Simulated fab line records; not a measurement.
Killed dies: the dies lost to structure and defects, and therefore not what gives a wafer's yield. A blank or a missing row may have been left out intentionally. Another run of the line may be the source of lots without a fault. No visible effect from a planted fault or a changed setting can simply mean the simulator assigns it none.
Which of the tools did it? / flow n5 finfet / 24 lots (72 wafers sampled), 1 step of a 1938-step route

== WHAT THE GAUGES SHOWED, per wafer ==
N5_BEOL_M2_THK_MEAS_53: measures by xrf.
lot=L074; measured=day 7 05:02; on=film metro-01; M2_THK (nm)=40.1 40.3 40.9
lot=L075; measured=day 7 05:22; on=film metro-02; M2_THK (nm)=41.2 38.7 41.7
lot=L077; measured=day 8 17:25; on=film metro-02; M2_THK (nm)=40.8 41.4 39.9
lot=L078; measured=day 9 18:17; on=film metro-02; M2_THK (nm)=33.6 41.1 41.6
lot=L083; measured=day 9 21:46; on=film metro-02; M2_THK (nm)=39.1 40.9 40.9
lot=L076; measured=day 9 21:54; on=film metro-01; M2_THK (nm)=36.8 40.4 39.8
lot=L080; measured=day 9 22:13; on=film metro-01; M2_THK (nm)=33.8 39.5 41.1
lot=L079; measured=day 10 00:39; on=film metro-01; M2_THK (nm)=41.2 40.1 33.9
lot=L081; measured=day 10 00:56; on=film metro-01; M2_THK (nm)=42.5 38.9 45.1
lot=L082; measured=day 10 08:12; on=film metro-02; M2_THK (nm)=41.3 33.7 42.1
lot=L084; measured=day 10 10:17; on=film metro-01; M2_THK (nm)=41.5 40.1 39.9
lot=L085; measured=day 10 12:07; on=film metro-01; M2_THK (nm)=41.6 39.2 39.9
lot=L088; measured=day 10 14:46; on=film metro-02; M2_THK (nm)=37.0 40.6 41.6
lot=L086; measured=day 10 14:58; on=film metro-01; M2_THK (nm)=39.3 38.0 37.6
lot=L087; measured=day 10 20:04; on=film metro-02; M2_THK (nm)=38.5 39.4 36.7
lot=L089; measured=day 11 05:20; on=film metro-02; M2_THK (nm)=39.0 41.9 42.2
lot=L090; measured=day 11 16:28; on=film metro-02; M2_THK (nm)=39.3 39.5 37.4
lot=L091; measured=day 12 02:44; on=film metro-02; M2_THK (nm)=36.9 37.5 39.0
lot=L092; measured=day 12 08:28; on=film metro-01; M2_THK (nm)=39.6 40.9 42.4
lot=L093; measured=day 12 15:04; on=film metro-02; M2_THK (nm)=39.2 37.8 41.1
lot=L094; measured=day 12 17:07; on=film metro-02; M2_THK (nm)=37.4 40.2 39.2
lot=L095; measured=day 12 20:15; on=film metro-02; M2_THK (nm)=39.1 39.7 40.7
lot=L096; measured=day 13 06:07; on=film metro-01; M2_THK (nm)=39.4 41.5 37.9
lot=L097; measured=day 13 12:27; on=film metro-02; M2_THK (nm)=40.9 40.8 42.3

== WHICH TOOL RAN EACH LOT (tool, then ch and the chambers of the sampled wafers, then the start) ==
No process step before these readings appears in the record.

== AS READ BY THE TOOLS THEMSELVES (means over the sampled wafers that have a number; for cases with no such wafer, the mark the record gives instead) ==
The record holds no such reading with a usual standard deviation.

== THE ANSWER, worked out from the rows above alone ==
Rule: usual is defined by the lots themselves. The widest of any qualifying gaps counts: lots, ordered by their means at a reading, are off when they make up no more than a third of the lots, leave a main group of 4 or more, and stand apart from it by 3 or more times the standard deviation of that group's means. A main group is skipped when, at the precision printed for the reading in the tables above, its means are all equal. Also off: a lot with no number at a reading for which 4 or more lots have one. The other lots that the step has rows for count as sound. Order of review: gauges by route order, followed by the tools' own readings, for which a lot's mean as printed above is used. At the first step where some lot is off, the reading lying furthest off is the one used; lots without a number count as furthest.
No lot is off on any of the readings shown, so nothing can be concluded from this.

== WHAT WAS PUT IN BY THE SIMULATOR ==
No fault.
